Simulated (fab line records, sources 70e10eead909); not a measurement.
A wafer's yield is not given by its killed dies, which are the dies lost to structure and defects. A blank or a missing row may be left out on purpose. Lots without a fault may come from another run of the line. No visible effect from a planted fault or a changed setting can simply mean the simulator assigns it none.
Check for tools in common    flow nandHarc    1 lot, 3 wafers sampled

== THE REASON FOR OPENING IT ==
At NHARC_END_SORT_01 the reading killedAtPeriphery is flagged on 1 of 1 lot. Fault-free wafers read 3.3, with a standard deviation of 2.1.
Rule: flag the lot when none of its wafers has a number, or when each of its wafers that has one lies beyond 4 standard deviations from that mean. All remaining lots are regarded as sound.

lot   measured      on         killedAtPeriphery, wafer by wafer  flag
L931  day 23 20:12  prober-01  662 663 664                        FLAGGED
Flagged lots average 663.0: +659.7 relative to the usual, that is +99 or more standard deviations.

== EACH LOT AND THE TOOL IT RAN ON ==
Before the reading, the record contains 3 process steps out of a 1159-step route. Every cell lists first the tool, next ch and the chambers used by the sampled wafers, and last the start.
lot   flag     NHARC_P_GATE_STRIP_101            NHARC_P_GATE_EXPOSE_88           NHARC_P_CONTACT_CMP_01
L931  FLAGGED  rieDiel-03 ch 0,1,2, day 8 08:41  krfScanner-03 ch 0, day 8 12:48  no row
What is done by these steps:
- NHARC_P_GATE_STRIP_101: strips in O2, time 20 s.
- NHARC_P_GATE_EXPOSE_88: exposes mask P HVN, target cd 2000 nm.
- NHARC_P_CONTACT_CMP_01: polishes SiO2, target thk 200 nm.
- NHARC_END_SORT_01

== FLAGGED OVER TOTAL, TOOL BY TOOL (the gauges that took the reading come last) ==
step                    tool           lots run  flagged  share of the flagged lots  sound lots run after its first flagged lot
NHARC_P_GATE_STRIP_101  rieDiel-03     1         1        all                        0
NHARC_P_GATE_EXPOSE_88  krfScanner-03  1         1        all                        0
NHARC_END_SORT_01       prober-01      1         1        all                        0

== WHAT IS ALLOWED BY THE TABLE ==
rieDiel-03 at NHARC_P_GATE_STRIP_101, krfScanner-03 at NHARC_P_GATE_EXPOSE_88 and prober-01 at NHARC_END_SORT_01: these 3 rows of the table ran every flagged lot.
- rieDiel-03 at NHARC_P_GATE_STRIP_101: 1 of its 1 lot flagged. In this sample it ran no sound lot ahead of its first flagged lot, so there is no way to narrow down the start.
- krfScanner-03 at NHARC_P_GATE_EXPOSE_88: 1 of its 1 lot flagged. In this sample it ran no sound lot ahead of its first flagged lot, so there is no way to narrow down the start.
- prober-01 at NHARC_END_SORT_01: 1 of its 1 lot flagged. In this sample it ran no sound lot ahead of its first flagged lot, so there is no way to narrow down the start.
Counting lots can't tell these 3 tools apart, because each fits a fault that began at some hour. More lots, or a look at what each step does to the wafer, might.

== WHAT WAS PUT IN BY THE SIMULATOR ==
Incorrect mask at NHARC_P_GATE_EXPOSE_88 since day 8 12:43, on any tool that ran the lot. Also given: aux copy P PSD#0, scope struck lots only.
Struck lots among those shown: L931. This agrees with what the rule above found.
